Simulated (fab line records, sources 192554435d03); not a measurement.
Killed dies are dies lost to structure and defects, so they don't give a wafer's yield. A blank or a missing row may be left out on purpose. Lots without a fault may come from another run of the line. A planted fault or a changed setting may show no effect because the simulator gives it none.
Chamber matching | flow n5_finfet | N5_BEOL_M4_PRE_CLEAN_60 on cvd_co-01: 3 sister chambers
The step time 15 s. 14 wafers are shown with their chamber, then 6 later ones without.

WAFERS WITH THEIR CHAMBER
wafer  | chamber | heater_power_w (W)
L870.4 | 0       | 61
L870.5 | 2       | 81
L870.6 | 1       | 82
L871.1 | 0       | 63
L871.2 | 1       | 80
L871.6 | 1       | 76
L874.1 | 2       | 82
L874.3 | 1       | 79
L874.6 | 2       | 81
L876.1 | 1       | 79
L876.4 | 0       | 62
L876.5 | 2       | 83
L882.1 | 2       | 81
L882.4 | 0       | 62

SIGNATURES (means of the wafers above)
reading        | chamber 0 | chamber 1 | chamber 2 | scatter within a chamber
heater_power_w | 62.00     | 79.20     | 81.60     | 1.48
Rule: a wafer's distance from a chamber is the root of the sum, over the readings, of the square of ((its reading less the chamber's mean) divided by the reading's scatter). The wafer belongs to the nearest chamber; if the next one is less than 2 further off, it can't be placed. The scatter: the root of (the sum of the squares of (reading less its chamber's mean) over the shown wafers, divided by (wafers less chambers)).

WAFERS WITHOUT THEIR CHAMBER
wafer  | heater_power_w (W)
L882.5 | 79
L891.1 | 79
L891.3 | 80
L892.1 | 79
L892.2 | 64
L892.3 | 79

WHICH CHAMBER EACH WENT THROUGH
wafer  | from the rows above     | in truth
L882.5 | can't be placed: 1 or 2 | 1
L891.1 | can't be placed: 1 or 2 | 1
L891.3 | can't be placed: 1 or 2 | 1
L892.1 | can't be placed: 1 or 2 | 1
L892.2 | 0                       | 0
L892.3 | can't be placed: 1 or 2 | 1
Placed correctly: 1 of 6. Can't be placed from these rows: 5 (the true chamber is among the candidates in 5). Placed wrongly: 0.
